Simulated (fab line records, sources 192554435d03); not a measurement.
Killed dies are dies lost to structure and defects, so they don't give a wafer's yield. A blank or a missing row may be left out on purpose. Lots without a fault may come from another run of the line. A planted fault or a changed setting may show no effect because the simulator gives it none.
A struck lot beside a sound one | flow n5_finfet | 25 steps out of a route of 1938
Sound: wafers L940.2, L940.3, L940.6. Struck: wafers L955.2, L955.3. (L955.5 of the same lot was not struck and is left out.) The cause comes at the end.
At each step with rows: each side's tool, then ch and its chambers, then its first start. Under that, the readings that differ: sound wafers | struck wafers | difference of the means | sigmas: that difference in standard deviations of wafers without a fault.
alike: readings whose means differ by less than 2 such deviations, and words and numbers that are the same on both sides. not compared: withheld readings, readings that some wafer has no value for, bounds like >300 that may hide the same value, and numbers for which the record gives no deviation and whose values overlap.
The two part at a step that has a row with sigmas, a row that says differs or no value, or rows on one side only. Numbers that don't overlap but have no deviation are shown without sigmas and don't part them. A reading that every wafer of one side lacks parts them only if that side has two wafers or more.

first, 9 steps without rows for these wafers: N5_BEOL_M0_SAQP_EXPOSE_11 (exposes mask M0 CORE, target cd 42 nm); N5_BEOL_M0_SAQP_PEB_12 (peb time 60 s); N5_BEOL_M0_SAQP_DEVELOP_13 (develop time 30 s); N5_BEOL_M0_SAQP_DESCUM_19 (chemistry O2, time 7.9 s); N5_BEOL_M0_SAQP_ETCH_83 (etches SiARC in CF4, target depth 39 nm, time 65 s); N5_BEOL_M0_SAQP_ETCH_84 (etches SOC in N2/H2, target depth 100 nm, overetch 20 nm, time 150 s); N5_BEOL_M0_SAQP_STRIP_80 (strips in N2/H2); N5_BEOL_M0_SAQP_HM_OPEN_112 (chemistry CHF3/O2, target SiO2, stops on a-Si, target depth 12 nm, time 13.5 s); N5_BEOL_M0_SAQP_STRIP_113 (strips in CHF3/O2).
N5_BEOL_M0_SAQP_MANDREL_ETCH_20: etches a-Si in HBr/Cl2, stops on SiNx, target depth 60 nm, bt time 10 s, time 30 s.
  sound on rie_si-03 ch 0,2, day 6 13:46; struck on rie_si-06 ch 0,3, day 10 07:13
  reading                                         | sound          | struck    | difference | sigmas
  model.SOC_of_BEOL_M0_SAQP_COAT_81.thk_nm (nm)   | 75.6 76.4 76.4 | 64.6 64.2 | -11.7      |
  model.SiNx_of_BEOL_M0_SAQP_PECVD_97.thk_nm (nm) | 17.8 18 18.4   | 11.8 12.2 | -6.1       |
  alike: drypump_motor_current_A, oes_product_au, rf_fwd_power_W, throttle_valve_pct
  not compared: rf_hours_counter_h
then, 12 steps without rows for these wafers: N5_BEOL_M0_SAQP_STRIP_86 (strips in N2/H2); N5_BEOL_M0_SAQP_STRIP_115 (strips in post etch residue remover, time 60 s); N5_BEOL_M0_SAQP_SRD_93 (time 30 s); N5_BEOL_M0_SAQP_RECESS_114 (chemistry HF/NH3, target SiO2, target depth 14.4 nm, afs cycles 3, sublimation time 60 s); N5_BEOL_M0_SAQP_SPACER1_ALD_98 (deposits SiO2, target thk 12.8 nm, pulse time 1 s, purge time 2 s); N5_BEOL_M0_SAQP_SPACER1_ETCHBACK_99 (etches SiO2 in CHF3/O2, target depth 15.4 nm, time 7.7 s); N5_BEOL_M0_SAQP_MANDREL1_REMOVE_100 (chemistry HBr/Cl2/O2, target a-Si, stops on SiNx, bt time 10 s); N5_BEOL_M0_SAQP_ETCH_101 (etches SiNx in CH3F/O2, target depth 29.9 nm, time 42.7 s); N5_BEOL_M0_SAQP_ETCH_102 (etches SiO2 in CF4, target depth 4 nm, time 4.4 s); N5_BEOL_M0_SAQP_MANDREL_ETCH_103 (etches a-Si in HBr/Cl2, stops on SiCN, target depth 45 nm, bt time 10 s, time 27 s); N5_BEOL_M0_SAQP_RECESS_104 (chemistry HF/NH3, target SiO2, target depth 18 nm, afs cycles 3, sublimation time 60 s); N5_BEOL_M0_SAQP_COAT_105 (time 60 s, resist thk 100 nm).
N5_BEOL_M0_SAQP_ETCH_106: etches SOC in N2/H2, stops on SiNx, target depth 150 nm.
  sound on rie_diel-05 ch 0,3, day 6 15:45; struck on rie_diel-02 ch 0,2, day 10 09:22
  reading                                         | sound        | struck | difference | sigmas
  model.SiNx_of_BEOL_M0_SAQP_PECVD_97.thk_nm (nm) | 15 15.2 15.4 | 9 9.2  | -6         |
  alike: drypump_motor_current_A, oes_product_au, rf_fwd_power_W, rf_vpp_V, showerhead_plenum_p_Torr, throttle_valve_pct
  not compared: rf_hours_counter_h
then, 1 step without rows for these wafers: N5_BEOL_M0_SAQP_ETCH_107 (etches SiNx in CH3F/O2, target depth 30 nm).
-- the record jumps here: 3 days lie between the struck wafers' starts before and after (it left off in module BEOL_M0_SAQP and takes up again in module BEOL_M4, whose first step shown is number 1111 of the route) --
N5_BEOL_M4_RC_MEAS_101:
  sound on prober-01 ch 0, day 9 17:14; struck on prober-02 ch 0, day 13 12:44
  reading       | sound       | struck  | difference | sigmas
  ION_N (uA/um) | 685 681 685 | 657 666 | -22        | -2
  alike: DIBL_N, DIBL_P, IOFF_N, IOFF_P, ION_P, SS_N, SS_P, VT_N, VT_P

WHERE THEY PART
Only at N5_BEOL_M4_RC_MEAS_101, within this record.

WHY: what the simulator had put in
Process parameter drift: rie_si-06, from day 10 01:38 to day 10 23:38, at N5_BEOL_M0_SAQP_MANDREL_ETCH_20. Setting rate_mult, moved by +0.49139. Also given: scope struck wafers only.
